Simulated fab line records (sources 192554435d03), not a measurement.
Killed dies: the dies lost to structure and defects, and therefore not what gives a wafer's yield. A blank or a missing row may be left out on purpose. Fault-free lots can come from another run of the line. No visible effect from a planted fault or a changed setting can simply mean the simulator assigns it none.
The tool behind it: which one? :: flow n5-finfet :: 9 lots, 26 wafers sampled, at 5 steps of a route of 1938

== WHAT THE GAUGES SHOWED, per wafer ==
N5_BEOL_M4_RC_MEAS_101.
lot: L140
measured: day 8 12:22
on: prober-01
DIBL_N (mV/V): 34.7 36.7 33.9
DIBL_P (mV/V): 33.8 36.3 32.7
IOFF_N (nA/um): 0.13 0.16 0.12
IOFF_P (nA/um): 0.20 0.24 0.19
ION_N (uA/um): 653 672 667
ION_P (uA/um): 456 469 468
SS_N (mV/dec): 71.5 71.4 71.0
SS_P (mV/dec): 72.0 73.8 72.1
VT_N (mV): 255 249 252
VT_P (mV): -250 -243 -246

lot: L149
measured: day 10 17:22
on: prober-01
DIBL_N (mV/V): 34.2 34.1 37.7
DIBL_P (mV/V): 34.9 35.2 39.4
IOFF_N (nA/um): 0.13 0.14 0.21
IOFF_P (nA/um): 0.20 0.20 0.29
ION_N (uA/um): 657 672 699
ION_P (uA/um): 457 464 482
SS_N (mV/dec): 71.5 70.9 72.3
SS_P (mV/dec): 72.8 73.4 73.4
VT_N (mV): 252 250 245
VT_P (mV): -252 -248 -246

lot: L150
measured: day 11 04:19
on: prober-02
DIBL_N (mV/V): 35.8 38.2 35.3
DIBL_P (mV/V): 35.0 37.5 33.7
IOFF_N (nA/um): 0.13 0.17 0.13
IOFF_P (nA/um): 0.19 0.22 0.18
ION_N (uA/um): 662 672 662
ION_P (uA/um): 459 463 464
SS_N (mV/dec): 71.5 72.1 71.2
SS_P (mV/dec): 73.2 73.5 72.7
VT_N (mV): 253 249 252
VT_P (mV): -253 -247 -252

lot: L158
measured: day 12 21:49
on: prober-01
DIBL_N (mV/V): 35.9 34.4 36.0
DIBL_P (mV/V): 37.7 35.8 37.3
IOFF_N (nA/um): 0.18 0.14 0.18
IOFF_P (nA/um): 0.26 0.22 0.24
ION_N (uA/um): 676 655 677
ION_P (uA/um): 469 460 469
SS_N (mV/dec): 71.0 70.9 72.3
SS_P (mV/dec): 73.7 73.8 73.8
VT_N (mV): 248 255 248
VT_P (mV): -244 -248 -247

lot: L157
measured: day 13 13:41
on: prober-02
DIBL_N (mV/V): 36.5 40.5 36.9
DIBL_P (mV/V): 36.2 40.6 37.0
IOFF_N (nA/um): 0.14 0.22 0.14
IOFF_P (nA/um): 0.20 0.27 0.22
ION_N (uA/um): 670 674 665
ION_P (uA/um): 456 460 464
SS_N (mV/dec): 71.0 72.4 71.9
SS_P (mV/dec): 73.2 74.5 74.0
VT_N (mV): 250 246 253
VT_P (mV): -254 -248 -250

lot: L162
measured: day 13 20:39
on: prober-01
DIBL_N (mV/V): 40.1 36.2 37.9
DIBL_P (mV/V): 40.6 35.1 37.6
IOFF_N (nA/um): 0.25 0.13 0.19
IOFF_P (nA/um): 0.31 0.19 0.25
ION_N (uA/um): 689 651 675
ION_P (uA/um): 470 453 463
SS_N (mV/dec): 73.0 71.1 71.8
SS_P (mV/dec): 74.3 73.0 73.6
VT_N (mV): 245 255 246
VT_P (mV): -242 -252 -246

lot: L160
measured: day 13 18:57
on: prober-02
DIBL_N (mV/V): 36.2 33.7 39.4
DIBL_P (mV/V): 37.6 33.4 39.8
IOFF_N (nA/um): 0.16 0.11 0.22
IOFF_P (nA/um): 0.25 0.17 0.28
ION_N (uA/um): 674 657 694
ION_P (uA/um): 477 453 471
SS_N (mV/dec): 71.6 71.6 73.2
SS_P (mV/dec): 73.7 72.2 73.9
VT_N (mV): 250 256 243
VT_P (mV): -247 -254 -246

lot: L161
measured: day 13 21:25
on: prober-01
DIBL_N (mV/V): 36.4 39.7 34.3
DIBL_P (mV/V): 36.3 40.5 32.5
IOFF_N (nA/um): 0.17 0.26 0.13
IOFF_P (nA/um): 0.25 0.34 0.18
ION_N (uA/um): 678 698 672
ION_P (uA/um): 473 475 460
SS_N (mV/dec): 72.1 72.2 70.5
SS_P (mV/dec): 73.6 74.3 72.5
VT_N (mV): 251 242 251
VT_P (mV): -248 -244 -249

lot: L163
measured: day 14 06:51
on: prober-02
DIBL_N (mV/V): 37.1 34.0
DIBL_P (mV/V): 38.2 34.5
IOFF_N (nA/um): 0.17 0.12
IOFF_P (nA/um): 0.21 0.16
ION_N (uA/um): 685 675
ION_P (uA/um): 470 460
SS_N (mV/dec): 71.1 70.8
SS_P (mV/dec): 74.5 73.5
VT_N (mV): 253 252
VT_P (mV): -253 -258

== TOOL THAT RAN EACH LOT (tool first, then ch and the chambers of the sampled wafers, then the start) ==
lot: L140
N5_BEOL_M4_HM_OPEN_17: rie-metal-03 ch 0,1, day 7 18:13
N5_BEOL_M4_VIA_ETCH_34: rie-diel-02 ch 0,1,3, day 8 07:40
N5_BEOL_M4_STRIP_36: rie-diel-02 ch 0,1,3, day 8 07:43
N5_BEOL_M4_ETCH_41: rie-diel-02 ch 0,1,3, day 8 12:22 or earlier

lot: L149
N5_BEOL_M4_HM_OPEN_17: rie-metal-01 ch 0, day 9 23:44
N5_BEOL_M4_VIA_ETCH_34: rie-diel-02 ch 1,3, day 10 12:57
N5_BEOL_M4_STRIP_36: rie-diel-02 ch 1,3, day 10 13:02
N5_BEOL_M4_ETCH_41: rie-diel-02 ch 1,3, day 10 17:22 or earlier

lot: L150
N5_BEOL_M4_HM_OPEN_17: rie-metal-02 ch 0,1, day 10 14:16
N5_BEOL_M4_VIA_ETCH_34: rie-diel-02 ch 1,2,3, day 10 23:59
N5_BEOL_M4_STRIP_36: rie-diel-02 ch 1,2,3, day 11 00:02
N5_BEOL_M4_ETCH_41: rie-diel-02 ch 1,2,3, day 11 04:19 or earlier

lot: L158
N5_BEOL_M4_HM_OPEN_17: rie-metal-03 ch 0,1, day 12 12:58
N5_BEOL_M4_VIA_ETCH_34: rie-diel-01 ch 0,2,3, day 12 17:14
N5_BEOL_M4_STRIP_36: rie-diel-01 ch 0,2,3, day 12 17:17
N5_BEOL_M4_ETCH_41: rie-diel-01 ch 0,2,3, day 12 21:49 or earlier

lot: L157
N5_BEOL_M4_HM_OPEN_17: rie-metal-02 ch 0,1, day 12 16:57
N5_BEOL_M4_VIA_ETCH_34: rie-diel-02 ch 0,1,2, day 13 07:22
N5_BEOL_M4_STRIP_36: rie-diel-02 ch 0,1,2, day 13 07:25
N5_BEOL_M4_ETCH_41: rie-diel-02 ch 0,1,2, day 13 13:41 or earlier

lot: L162
N5_BEOL_M4_HM_OPEN_17: rie-metal-01 ch 0,1, day 13 08:20
N5_BEOL_M4_VIA_ETCH_34: rie-diel-05 ch 0,2,3, day 13 15:43
N5_BEOL_M4_STRIP_36: rie-diel-05 ch 0,2,3, day 13 15:47
N5_BEOL_M4_ETCH_41: rie-diel-05 ch 0,2,3, day 13 20:39 or earlier

lot: L160
N5_BEOL_M4_HM_OPEN_17: rie-metal-03 ch 0,1, day 13 09:29
N5_BEOL_M4_VIA_ETCH_34: rie-diel-01 ch 0,3, day 13 13:28
N5_BEOL_M4_STRIP_36: rie-diel-01 ch 0,3, day 13 13:32
N5_BEOL_M4_ETCH_41: rie-diel-01 ch 0,3, day 13 18:57 or earlier

lot: L161
N5_BEOL_M4_HM_OPEN_17: rie-metal-02 ch 0,1, day 13 10:05
N5_BEOL_M4_VIA_ETCH_34: rie-diel-02 ch 1,2, day 13 16:08
N5_BEOL_M4_STRIP_36: rie-diel-02 ch 1,2, day 13 16:11
N5_BEOL_M4_ETCH_41: rie-diel-02 ch 1,2, day 13 21:25 or earlier

lot: L163
N5_BEOL_M4_HM_OPEN_17: rie-metal-02 ch 0,1, day 13 18:41
N5_BEOL_M4_VIA_ETCH_34: rie-diel-02 ch 0,3, day 14 02:16
N5_BEOL_M4_STRIP_36: rie-diel-02 ch 0,3, day 14 02:20
N5_BEOL_M4_ETCH_41: rie-diel-02 ch 0,3, day 14 06:51 or earlier
- N5_BEOL_M4_HM_OPEN_17: chemistry Cl2/BCl3, target TiN, target depth 20 nm, overetch 6 nm.
- N5_BEOL_M4_VIA_ETCH_34: etches the open film in C4F6/O2, target depth 69.4 nm, time 65.9 s.
- N5_BEOL_M4_STRIP_36: strips in N2/H2.
- N5_BEOL_M4_ETCH_41: etches SiCN in CH3F/O2, target depth 29.9 nm, time 52.5 s.

== WHAT THE TOOLS THEMSELVES READ (means of the sampled wafers that have a number; where no wafer has one, the mark that the record gives instead) ==
N5_BEOL_M4_HM_OPEN_17.
lot: L140
tool: rie-metal-03
drypump-motor-current-A (A): 5.5
oes-product-au (a.u.): 0.52
throttle-valve-pct (%): 22.38

lot: L149
tool: rie-metal-01
drypump-motor-current-A (A): 6.0
oes-product-au (a.u.): 0.61
throttle-valve-pct (%): 21.87

lot: L150
tool: rie-metal-02
drypump-motor-current-A (A): 6.4
oes-product-au (a.u.): 0.63
throttle-valve-pct (%): 22.01

lot: L158
tool: rie-metal-03
drypump-motor-current-A (A): 5.7
oes-product-au (a.u.): 0.78
throttle-valve-pct (%): 22.26

lot: L157
tool: rie-metal-02
drypump-motor-current-A (A): 6.4
oes-product-au (a.u.): 0.62
throttle-valve-pct (%): 22.02

lot: L162
tool: rie-metal-01
drypump-motor-current-A (A): 5.6
oes-product-au (a.u.): 0.64
throttle-valve-pct (%): 21.90

lot: L160
tool: rie-metal-03
drypump-motor-current-A (A): 5.5
oes-product-au (a.u.): 0.76
throttle-valve-pct (%): 22.10

lot: L161
tool: rie-metal-02
drypump-motor-current-A (A): 6.3
oes-product-au (a.u.): 0.62
throttle-valve-pct (%): 22.02

lot: L163
tool: rie-metal-02
drypump-motor-current-A (A): 6.3
oes-product-au (a.u.): 0.65
throttle-valve-pct (%): 22.05

N5_BEOL_M4_VIA_ETCH_34.
lot: L140
tool: rie-diel-02
drypump-motor-current-A (A): 5.7
oes-product-au (a.u.): 0.79
rf-fwd-power-W (W): 347.0
rf-vpp-V (V): 657
showerhead-plenum-p-Torr (Torr): 2.77
throttle-valve-pct (%): 30.8

lot: L149
tool: rie-diel-02
drypump-motor-current-A (A): 5.9
oes-product-au (a.u.): 0.78
rf-fwd-power-W (W): 263.1
rf-vpp-V (V): 763
showerhead-plenum-p-Torr (Torr): 2.75
throttle-valve-pct (%): 30.6

lot: L150
tool: rie-diel-02
drypump-motor-current-A (A): 5.9
oes-product-au (a.u.): 0.73
rf-fwd-power-W (W): 263.6
rf-vpp-V (V): 775
showerhead-plenum-p-Torr (Torr): 2.78
throttle-valve-pct (%): 30.7

lot: L158
tool: rie-diel-01
drypump-motor-current-A (A): 5.9
oes-product-au (a.u.): 0.79
rf-fwd-power-W (W): 346.8
rf-vpp-V (V): 660
showerhead-plenum-p-Torr (Torr): 2.92
throttle-valve-pct (%): 31.1

lot: L157
tool: rie-diel-02
drypump-motor-current-A (A): 5.6
oes-product-au (a.u.): 0.71
rf-fwd-power-W (W): 347.5
rf-vpp-V (V): 667
showerhead-plenum-p-Torr (Torr): 2.79
throttle-valve-pct (%): 30.9

lot: L162
tool: rie-diel-05
drypump-motor-current-A (A): 6.0
oes-product-au (a.u.): 0.77
rf-fwd-power-W (W): 347.8
rf-vpp-V (V): 667
showerhead-plenum-p-Torr (Torr): 2.81
throttle-valve-pct (%): 30.6

lot: L160
tool: rie-diel-01
drypump-motor-current-A (A): 6.1
oes-product-au (a.u.): 0.85
rf-fwd-power-W (W): 346.2
rf-vpp-V (V): 644
showerhead-plenum-p-Torr (Torr): 2.96
throttle-valve-pct (%): 31.1

lot: L161
tool: rie-diel-02
drypump-motor-current-A (A): 5.8
oes-product-au (a.u.): 0.73
rf-fwd-power-W (W): 346.9
rf-vpp-V (V): 687
showerhead-plenum-p-Torr (Torr): 2.81
throttle-valve-pct (%): 30.8

lot: L163
tool: rie-diel-02
drypump-motor-current-A (A): 5.6
oes-product-au (a.u.): 0.77
rf-fwd-power-W (W): 347.1
rf-vpp-V (V): 642
showerhead-plenum-p-Torr (Torr): 2.78
throttle-valve-pct (%): 31.0

N5_BEOL_M4_STRIP_36.
lot: L140
tool: rie-diel-02
drypump-motor-current-A (A): 5.7
n2-flow-sccm (sccm): 200.1
oes-product-au (a.u.): 0.80
rf-vpp-V (V): 59.7
showerhead-plenum-p-Torr (Torr): 2.50
throttle-valve-pct (%): 24.1

lot: L149
tool: rie-diel-02
drypump-motor-current-A (A): 5.9
n2-flow-sccm (sccm): 199.9
oes-product-au (a.u.): 0.82
rf-vpp-V (V): 58.5
showerhead-plenum-p-Torr (Torr): 2.48
throttle-valve-pct (%): 23.9

lot: L150
tool: rie-diel-02
drypump-motor-current-A (A): 5.8
n2-flow-sccm (sccm): 199.4
oes-product-au (a.u.): 0.79
rf-vpp-V (V): 60.4
showerhead-plenum-p-Torr (Torr): 2.51
throttle-valve-pct (%): 23.9

lot: L158
tool: rie-diel-01
drypump-motor-current-A (A): 5.9
n2-flow-sccm (sccm): 200.0
oes-product-au (a.u.): 0.79
rf-vpp-V (V): 58.8
showerhead-plenum-p-Torr (Torr): 2.61
throttle-valve-pct (%): 23.9

lot: L157
tool: rie-diel-02
drypump-motor-current-A (A): 5.7
n2-flow-sccm (sccm): 200.1
oes-product-au (a.u.): 0.73
rf-vpp-V (V): 58.7
showerhead-plenum-p-Torr (Torr): 2.51
throttle-valve-pct (%): 24.1

lot: L162
tool: rie-diel-05
drypump-motor-current-A (A): 6.0
n2-flow-sccm (sccm): 199.9
oes-product-au (a.u.): 0.77
rf-vpp-V (V): 58.5
showerhead-plenum-p-Torr (Torr): 2.50
throttle-valve-pct (%): 23.3

lot: L160
tool: rie-diel-01
drypump-motor-current-A (A): 6.1
n2-flow-sccm (sccm): 200.3
oes-product-au (a.u.): 0.84
rf-vpp-V (V): 59.2
showerhead-plenum-p-Torr (Torr): 2.64
throttle-valve-pct (%): 23.8

lot: L161
tool: rie-diel-02
drypump-motor-current-A (A): 5.8
n2-flow-sccm (sccm): 199.8
oes-product-au (a.u.): 0.75
rf-vpp-V (V): 58.6
showerhead-plenum-p-Torr (Torr): 2.52
throttle-valve-pct (%): 23.8

lot: L163
tool: rie-diel-02
drypump-motor-current-A (A): 5.6
n2-flow-sccm (sccm): 199.2
oes-product-au (a.u.): 0.78
rf-vpp-V (V): 58.4
showerhead-plenum-p-Torr (Torr): 2.50
throttle-valve-pct (%): 24.2

N5_BEOL_M4_ETCH_41.
lot: L140
tool: rie-diel-02
drypump-motor-current-A (A): 5.7
oes-product-au (a.u.): 0.80
rf-fwd-power-W (W): 391.5
rf-vpp-V (V): 296.3
showerhead-plenum-p-Torr (Torr): 1.95
throttle-valve-pct (%): 16.38

lot: L149
tool: rie-diel-02
drypump-motor-current-A (A): 5.9
oes-product-au (a.u.): 0.82
rf-fwd-power-W (W): 391.1
rf-vpp-V (V): 296.7
showerhead-plenum-p-Torr (Torr): 1.93
throttle-valve-pct (%): 16.29

lot: L150
tool: rie-diel-02
drypump-motor-current-A (A): 5.8
oes-product-au (a.u.): 0.78
rf-fwd-power-W (W): 391.2
rf-vpp-V (V): 295.9
showerhead-plenum-p-Torr (Torr): 1.96
throttle-valve-pct (%): 16.35

lot: L158
tool: rie-diel-01
drypump-motor-current-A (A): 5.9
oes-product-au (a.u.): 0.79
rf-fwd-power-W (W): 391.0
rf-vpp-V (V): 298.1
showerhead-plenum-p-Torr (Torr): 2.06
throttle-valve-pct (%): 16.53

lot: L157
tool: rie-diel-02
drypump-motor-current-A (A): 5.6
oes-product-au (a.u.): 0.71
rf-fwd-power-W (W): 391.8
rf-vpp-V (V): 296.6
showerhead-plenum-p-Torr (Torr): 1.96
throttle-valve-pct (%): 16.53

lot: L162
tool: rie-diel-05
drypump-motor-current-A (A): 6.0
oes-product-au (a.u.): 0.77
rf-fwd-power-W (W): 392.4
rf-vpp-V (V): 296.9
showerhead-plenum-p-Torr (Torr): 1.98
throttle-valve-pct (%): 16.29

lot: L160
tool: rie-diel-01
drypump-motor-current-A (A): 6.1
oes-product-au (a.u.): 0.85
rf-fwd-power-W (W): 392.1
rf-vpp-V (V): 299.2
showerhead-plenum-p-Torr (Torr): 2.08
throttle-valve-pct (%): 16.47

lot: L161
tool: rie-diel-02
drypump-motor-current-A (A): 5.8
oes-product-au (a.u.): 0.74
rf-fwd-power-W (W): 390.6
rf-vpp-V (V): 296.5
showerhead-plenum-p-Torr (Torr): 1.98
throttle-valve-pct (%): 16.45

lot: L163
tool: rie-diel-02
drypump-motor-current-A (A): 5.6
oes-product-au (a.u.): 0.77
rf-fwd-power-W (W): 392.9
rf-vpp-V (V): 296.5
showerhead-plenum-p-Torr (Torr): 1.96
throttle-valve-pct (%): 16.53

== THE ANSWER, worked out from the rows above alone ==
Rule: what is usual is taken from the lots themselves. Put in order of their means at a reading, lots are off if they are a third of the lots or fewer, leave a main group of 4 or more, and stand apart from it by a gap of 3 or more times the standard deviation of the main group's means; of several such gaps the widest counts. If all means in a main group match to the digits the tables above print for the reading, that group is not used. Also off: a lot with no number at a reading for which 4 or more lots have one. Any other lot the step has rows for is counted as sound. First the gauges in route order, then the tools' own readings, where a lot's mean is used as printed above. The first step at which some lot is off is used, and at that step the reading that is off furthest; a lot without a number counts as furthest.
Off, at N5_BEOL_M4_VIA_ETCH_34 on rf-fwd-power-W: L149, L150. Mean 347.0 W and standard deviation 0.47 in the main group.
A tool fits if, at that step or a process step before it, it ran every lot that is off, and no sound lot after the first of them. Not one of the candidates tried fits.

== WHAT THE SIMULATOR PUT IN ==
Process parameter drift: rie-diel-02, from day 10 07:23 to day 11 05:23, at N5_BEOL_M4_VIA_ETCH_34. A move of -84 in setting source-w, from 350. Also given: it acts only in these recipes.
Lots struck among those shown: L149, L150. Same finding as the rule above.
